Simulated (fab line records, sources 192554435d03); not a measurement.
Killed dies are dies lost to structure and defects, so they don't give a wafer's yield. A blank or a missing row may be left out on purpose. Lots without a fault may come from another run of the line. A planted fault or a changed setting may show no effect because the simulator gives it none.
Chamber matching | flow n5_finfet | N5_BEOL_M2_CMP_52 on cmp-02: 4 sister chambers
The step polishes, stops on SiOC, t overpolish 6.8 s, target thk 40 nm. 8 wafers are shown with their chamber, then 7 later ones without.

WAFERS WITH THEIR CHAMBER
wafer  | chamber | motor_current_A (A) | time_to_endpoint_s (s)
L079.4 | 0       | 4.8                 | 65.0
L085.2 | 3       | 5.7                 | 59.9
L085.6 | 2       | 6.2                 | 64.3
L083.1 | 1       | 6.2                 | 64.7
L083.3 | 2       | 6.0                 | 65.5
L083.4 | 3       | 5.8                 | 64.5
L086.3 | 1       | 6.3                 | 63.3
L086.4 | 0       | 4.9                 | 67.2

WAFERS WITHOUT THEIR CHAMBER
wafer  | motor_current_A (A) | time_to_endpoint_s (s)
L086.5 | 6.4                 | 69.2
L090.3 | 5.2                 | 58.5
L090.4 | 4.6                 | 62.3
L090.5 | 6.0                 | 60.6
L094.1 | 5.6                 | 61.5
L094.5 | 4.8                 | 67.6
L094.6 | 5.8                 | 59.9

WHICH CHAMBER EACH WENT THROUGH
wafer  | from the rows above          | in truth
L086.5 | can't be placed: 1 or 2      | 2
L090.3 | can't be placed: 0 or 3      | 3
L090.4 | 0                            | 0
L090.5 | can't be placed: 2 or 3 or 1 | 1
L094.1 | 3                            | 3
L094.5 | 0                            | 0
L094.6 | 3                            | 3
Placed correctly: 4 of 7. Can't be placed from these rows: 3 (the true chamber is among the candidates in 3). Placed wrongly: 0.
How it was worked out, from the rows above alone: a wafer's distance from a chamber is the root of the sum, over the readings, of the square of ((its reading less the chamber's mean) divided by the reading's scatter). The wafer belongs to the nearest chamber; if the next one is less than 2 further off, it can't be placed. A chamber's mean is the mean of its shown wafers. The scatter: the root of (the sum of the squares of (reading less its chamber's mean) over the shown wafers, divided by (wafers less chambers)).
